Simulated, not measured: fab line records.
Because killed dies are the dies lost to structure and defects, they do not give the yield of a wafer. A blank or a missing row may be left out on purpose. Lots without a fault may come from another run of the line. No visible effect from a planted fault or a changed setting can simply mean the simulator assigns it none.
Chamber matching / flow n5 finfet / 3 sister chambers for N5_BEOL_M10_CURE_71 on uv cure-02
The step cures SiCOH lowk, time 240 s. 6 wafers are shown with their chamber, then 10 later ones without.

## WAFERS, EACH WITH ITS CHAMBER
wafer=L077.3; chamber=0; wafer_temp_C_max=385.8; lamp power pct (%)=52.25
wafer=L077.4; chamber=0; wafer_temp_C_max=386.0; lamp power pct (%)=52.33
wafer=L079.3; chamber=2; wafer_temp_C_max=386.2; lamp power pct (%)=52.30
wafer=L079.6; chamber=2; wafer_temp_C_max=386.1; lamp power pct (%)=52.28
wafer=L094.4; chamber=1; wafer_temp_C_max=386.5; lamp power pct (%)=52.45
wafer=L094.5; chamber=1; wafer_temp_C_max=386.4; lamp power pct (%)=52.23

## WAFERS WITHOUT THEIR CHAMBER
wafer=L094.6; wafer_temp_C_max=386.0; lamp power pct (%)=52.31
wafer=L095.1; wafer_temp_C_max=386.9; lamp power pct (%)=52.39
wafer=L095.2; wafer_temp_C_max=387.3; lamp power pct (%)=52.36
wafer=L095.5; wafer_temp_C_max=387.3; lamp power pct (%)=52.40
wafer=L095.3; wafer_temp_C_max=386.8; lamp power pct (%)=52.28
wafer=L095.4; wafer_temp_C_max=387.1; lamp power pct (%)=52.40
wafer=L095.6; wafer_temp_C_max=386.6; lamp power pct (%)=52.26
wafer=L097.3; wafer_temp_C_max=386.4; lamp power pct (%)=52.38
wafer=L097.5; wafer_temp_C_max=386.8; lamp power pct (%)=52.31
wafer=L097.6; wafer_temp_C_max=386.6; lamp power pct (%)=52.36

## WHICH CHAMBER EACH WENT THROUGH
wafer=L094.6; from the rows above=can't be placed: 0 or 2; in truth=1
wafer=L095.1; from the rows above=1; in truth=1
wafer=L095.2; from the rows above=1; in truth=1
wafer=L095.5; from the rows above=1; in truth=1
wafer=L095.3; from the rows above=1; in truth=1
wafer=L095.4; from the rows above=1; in truth=1
wafer=L095.6; from the rows above=1; in truth=1
wafer=L097.3; from the rows above=1; in truth=1
wafer=L097.5; from the rows above=1; in truth=1
wafer=L097.6; from the rows above=1; in truth=1
Correct placement for 9 of the 10. From these rows, 1 cannot be placed; in 0 the true chamber is one of the candidates. Placed wrongly: 0.
How it was worked out, from the rows above alone: a wafer's distance from a chamber is the root of the sum, over the readings, of the square of ((its reading less the chamber's mean) divided by the reading's scatter). If the next closest chamber is less than 2 further off than the closest, the wafer can't be placed; otherwise it belongs to the closest. For every chamber, the mean is computed from those of its wafers that are shown. The scatter is the square root of a quotient: the sum, over the shown wafers, of each reading's squared deviation from its chamber's mean, divided by wafers minus chambers.
